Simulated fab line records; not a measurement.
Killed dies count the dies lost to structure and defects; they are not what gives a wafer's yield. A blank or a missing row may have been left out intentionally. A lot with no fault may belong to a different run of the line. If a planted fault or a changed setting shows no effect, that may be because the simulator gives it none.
Chamber matching || flow nand-harc || NHARC_A_ZERO_WELL_ETCH_19 on rie-diel-08: 4 sister chambers
The step etches the open film in N2/H2, target depth 80 nm, overetch 24 nm, time 87.88 s. 48 wafers are shown with their chamber, then 12 later ones without.

== EACH WAFER AND ITS CHAMBER ==
{"wafer": "L075.1", "chamber": 1, "drypump-motor-current-A (A)": 5.2, "rf-vpp-V (V)": 427.3, "oes-product-au (a.u.)": 0.994}
{"wafer": "L075.4", "chamber": 2, "drypump-motor-current-A (A)": 5.7, "rf-vpp-V (V)": 428.2, "oes-product-au (a.u.)": 1.003}
{"wafer": "L075.5", "chamber": 0, "drypump-motor-current-A (A)": 6.3, "rf-vpp-V (V)": 426.7, "oes-product-au (a.u.)": 1.011}
{"wafer": "L074.1", "chamber": 3, "drypump-motor-current-A (A)": 5.8, "rf-vpp-V (V)": 435.7, "oes-product-au (a.u.)": 0.995}
{"wafer": "L074.2", "chamber": 0, "drypump-motor-current-A (A)": 6.3, "rf-vpp-V (V)": 425.7, "oes-product-au (a.u.)": 1.010}
{"wafer": "L074.6", "chamber": 0, "drypump-motor-current-A (A)": 6.3, "rf-vpp-V (V)": 425.8, "oes-product-au (a.u.)": 1.016}
{"wafer": "L074.3", "chamber": 2, "drypump-motor-current-A (A)": 5.6, "rf-vpp-V (V)": 428.3, "oes-product-au (a.u.)": 1.001}
{"wafer": "L074.4", "chamber": 1, "drypump-motor-current-A (A)": 5.2, "rf-vpp-V (V)": 427.3, "oes-product-au (a.u.)": 0.997}
{"wafer": "L074.5", "chamber": 3, "drypump-motor-current-A (A)": 5.8, "rf-vpp-V (V)": 432.4, "oes-product-au (a.u.)": 0.999}
{"wafer": "L076.1", "chamber": 2, "drypump-motor-current-A (A)": 5.7, "rf-vpp-V (V)": 429.0, "oes-product-au (a.u.)": 1.007}
{"wafer": "L076.3", "chamber": 0, "drypump-motor-current-A (A)": 6.3, "rf-vpp-V (V)": 426.5, "oes-product-au (a.u.)": 1.022}
{"wafer": "L076.4", "chamber": 3, "drypump-motor-current-A (A)": 5.8, "rf-vpp-V (V)": 433.8, "oes-product-au (a.u.)": 0.984}
{"wafer": "L076.2", "chamber": 1, "drypump-motor-current-A (A)": 5.2, "rf-vpp-V (V)": 426.8, "oes-product-au (a.u.)": 1.013}
{"wafer": "L076.5", "chamber": 0, "drypump-motor-current-A (A)": 6.3, "rf-vpp-V (V)": 427.0, "oes-product-au (a.u.)": 1.021}
{"wafer": "L076.6", "chamber": 3, "drypump-motor-current-A (A)": 5.8, "rf-vpp-V (V)": 432.9, "oes-product-au (a.u.)": 0.995}
{"wafer": "L077.2", "chamber": 2, "drypump-motor-current-A (A)": 5.6, "rf-vpp-V (V)": 429.7, "oes-product-au (a.u.)": 1.009}
{"wafer": "L077.4", "chamber": 3, "drypump-motor-current-A (A)": 5.8, "rf-vpp-V (V)": 434.2, "oes-product-au (a.u.)": 1.005}
{"wafer": "L077.6", "chamber": 2, "drypump-motor-current-A (A)": 5.7, "rf-vpp-V (V)": 430.3, "oes-product-au (a.u.)": 1.010}
{"wafer": "L078.1", "chamber": 0, "drypump-motor-current-A (A)": 6.3, "rf-vpp-V (V)": 426.5, "oes-product-au (a.u.)": 1.007}
{"wafer": "L078.4", "chamber": 2, "drypump-motor-current-A (A)": 5.7, "rf-vpp-V (V)": 430.6, "oes-product-au (a.u.)": 1.003}
{"wafer": "L078.6", "chamber": 1, "drypump-motor-current-A (A)": 5.2, "rf-vpp-V (V)": 428.1, "oes-product-au (a.u.)": 0.994}
{"wafer": "L082.1", "chamber": 2, "drypump-motor-current-A (A)": 5.7, "rf-vpp-V (V)": 429.0, "oes-product-au (a.u.)": 0.991}
{"wafer": "L082.2", "chamber": 3, "drypump-motor-current-A (A)": 5.8, "rf-vpp-V (V)": 433.6, "oes-product-au (a.u.)": 0.985}
{"wafer": "L082.3", "chamber": 1, "drypump-motor-current-A (A)": 5.2, "rf-vpp-V (V)": 426.5, "oes-product-au (a.u.)": 1.015}
{"wafer": "L082.4", "chamber": 0, "drypump-motor-current-A (A)": 6.3, "rf-vpp-V (V)": 429.0, "oes-product-au (a.u.)": 0.984}
{"wafer": "L082.5", "chamber": 0, "drypump-motor-current-A (A)": 6.3, "rf-vpp-V (V)": 425.1, "oes-product-au (a.u.)": 0.984}
{"wafer": "L082.6", "chamber": 1, "drypump-motor-current-A (A)": 5.2, "rf-vpp-V (V)": 428.2, "oes-product-au (a.u.)": 1.020}
{"wafer": "L083.2", "chamber": 3, "drypump-motor-current-A (A)": 5.8, "rf-vpp-V (V)": 432.6, "oes-product-au (a.u.)": 0.996}
{"wafer": "L083.4", "chamber": 0, "drypump-motor-current-A (A)": 6.3, "rf-vpp-V (V)": 426.6, "oes-product-au (a.u.)": 0.990}
{"wafer": "L083.5", "chamber": 1, "drypump-motor-current-A (A)": 5.2, "rf-vpp-V (V)": 426.8, "oes-product-au (a.u.)": 1.023}
{"wafer": "L084.1", "chamber": 2, "drypump-motor-current-A (A)": 5.6, "rf-vpp-V (V)": 429.1, "oes-product-au (a.u.)": 0.978}
{"wafer": "L084.3", "chamber": 1, "drypump-motor-current-A (A)": 5.1, "rf-vpp-V (V)": 426.6, "oes-product-au (a.u.)": 1.009}
{"wafer": "L084.4", "chamber": 0, "drypump-motor-current-A (A)": 6.3, "rf-vpp-V (V)": 425.7, "oes-product-au (a.u.)": 0.989}
{"wafer": "L084.2", "chamber": 3, "drypump-motor-current-A (A)": 5.8, "rf-vpp-V (V)": 434.1, "oes-product-au (a.u.)": 0.984}
{"wafer": "L084.5", "chamber": 0, "drypump-motor-current-A (A)": 6.3, "rf-vpp-V (V)": 428.2, "oes-product-au (a.u.)": 0.987}
{"wafer": "L084.6", "chamber": 1, "drypump-motor-current-A (A)": 5.2, "rf-vpp-V (V)": 426.7, "oes-product-au (a.u.)": 1.017}
{"wafer": "L086.1", "chamber": 3, "drypump-motor-current-A (A)": 5.8, "rf-vpp-V (V)": 433.0, "oes-product-au (a.u.)": 0.986}
{"wafer": "L086.4", "chamber": 1, "drypump-motor-current-A (A)": 5.1, "rf-vpp-V (V)": 427.3, "oes-product-au (a.u.)": 1.007}
{"wafer": "L086.6", "chamber": 2, "drypump-motor-current-A (A)": 5.7, "rf-vpp-V (V)": 430.1, "oes-product-au (a.u.)": 0.976}
{"wafer": "L089.1", "chamber": 1, "drypump-motor-current-A (A)": 5.2, "rf-vpp-V (V)": 427.4, "oes-product-au (a.u.)": 1.027}
{"wafer": "L089.2", "chamber": 2, "drypump-motor-current-A (A)": 5.7, "rf-vpp-V (V)": 429.8, "oes-product-au (a.u.)": 1.001}
{"wafer": "L089.3", "chamber": 3, "drypump-motor-current-A (A)": 5.8, "rf-vpp-V (V)": 436.4, "oes-product-au (a.u.)": 0.992}
{"wafer": "L089.4", "chamber": 0, "drypump-motor-current-A (A)": 6.3, "rf-vpp-V (V)": 427.4, "oes-product-au (a.u.)": 0.995}
{"wafer": "L089.5", "chamber": 2, "drypump-motor-current-A (A)": 5.7, "rf-vpp-V (V)": 428.5, "oes-product-au (a.u.)": 1.001}
{"wafer": "L089.6", "chamber": 3, "drypump-motor-current-A (A)": 5.8, "rf-vpp-V (V)": 432.7, "oes-product-au (a.u.)": 0.994}
{"wafer": "L088.3", "chamber": 1, "drypump-motor-current-A (A)": 5.1, "rf-vpp-V (V)": 427.8, "oes-product-au (a.u.)": 1.009}
{"wafer": "L088.4", "chamber": 3, "drypump-motor-current-A (A)": 5.8, "rf-vpp-V (V)": 433.0, "oes-product-au (a.u.)": 0.980}
{"wafer": "L088.6", "chamber": 3, "drypump-motor-current-A (A)": 5.8, "rf-vpp-V (V)": 435.1, "oes-product-au (a.u.)": 0.987}

SIGNATURES (averages over the wafers above)
{"reading": "drypump-motor-current-A", "chamber 0": 6.300, "chamber 1": 5.175, "chamber 2": 5.673, "chamber 3": 5.800, "scatter within a chamber": 0.0317}
{"reading": "rf-vpp-V", "chamber 0": 426.683, "chamber 1": 427.233, "chamber 2": 429.327, "chamber 3": 433.808, "scatter within a chamber": 0.989}
{"reading": "oes-product-au", "chamber 0": 1.00133, "chamber 1": 1.01042, "chamber 2": 0.99818, "chamber 3": 0.99092, "scatter within a chamber": 0.0113}
Rule: for each reading, subtract the chamber's mean from the wafer's reading, divide by that reading's scatter and square the result; add these up over the readings and take the root, which gives the wafer's distance from the chamber. The wafer belongs to the nearest chamber; if the next one is less than 2 further off, it can't be placed. The scatter: take each reading less its chamber's mean, square it, sum over the shown wafers, divide by the number of wafers less the number of chambers, and take the root.

== WAFERS MISSING THEIR CHAMBER ==
{"wafer": "L092.1", "drypump-motor-current-A (A)": 5.2, "rf-vpp-V (V)": 428.1, "oes-product-au (a.u.)": 1.019}
{"wafer": "L092.2", "drypump-motor-current-A (A)": 5.8, "rf-vpp-V (V)": 433.4, "oes-product-au (a.u.)": 0.987}
{"wafer": "L092.6", "drypump-motor-current-A (A)": 5.6, "rf-vpp-V (V)": 429.6, "oes-product-au (a.u.)": 0.997}
{"wafer": "L093.2", "drypump-motor-current-A (A)": 5.2, "rf-vpp-V (V)": 428.0, "oes-product-au (a.u.)": 1.031}
{"wafer": "L093.3", "drypump-motor-current-A (A)": 5.8, "rf-vpp-V (V)": 433.0, "oes-product-au (a.u.)": 0.981}
{"wafer": "L093.4", "drypump-motor-current-A (A)": 6.3, "rf-vpp-V (V)": 427.8, "oes-product-au (a.u.)": 0.984}
{"wafer": "L093.1", "drypump-motor-current-A (A)": 5.7, "rf-vpp-V (V)": 430.7, "oes-product-au (a.u.)": 0.996}
{"wafer": "L093.5", "drypump-motor-current-A (A)": 5.2, "rf-vpp-V (V)": 427.0, "oes-product-au (a.u.)": 1.022}
{"wafer": "L093.6", "drypump-motor-current-A (A)": 6.3, "rf-vpp-V (V)": 426.5, "oes-product-au (a.u.)": 0.989}
{"wafer": "L094.1", "drypump-motor-current-A (A)": 6.3, "rf-vpp-V (V)": 428.9, "oes-product-au (a.u.)": 0.993}
{"wafer": "L094.4", "drypump-motor-current-A (A)": 5.7, "rf-vpp-V (V)": 429.6, "oes-product-au (a.u.)": 1.002}
{"wafer": "L094.6", "drypump-motor-current-A (A)": 6.3, "rf-vpp-V (V)": 427.2, "oes-product-au (a.u.)": 0.977}

== WHICH CHAMBER EACH ONE RAN IN ==
{"wafer": "L092.1", "from the rows above": 1, "in truth": 1}
{"wafer": "L092.2", "from the rows above": 3, "in truth": 3}
{"wafer": "L092.6", "from the rows above": 2, "in truth": 2}
{"wafer": "L093.2", "from the rows above": 1, "in truth": 1}
{"wafer": "L093.3", "from the rows above": 3, "in truth": 3}
{"wafer": "L093.4", "from the rows above": 0, "in truth": 0}
{"wafer": "L093.1", "from the rows above": 2, "in truth": 2}
{"wafer": "L093.5", "from the rows above": 1, "in truth": 1}
{"wafer": "L093.6", "from the rows above": 0, "in truth": 0}
{"wafer": "L094.1", "from the rows above": 0, "in truth": 0}
{"wafer": "L094.4", "from the rows above": 2, "in truth": 2}
{"wafer": "L094.6", "from the rows above": 0, "in truth": 0}
Correct placement for 12 of the 12. Number that these rows cannot place: 0. Wrongly placed: 0.
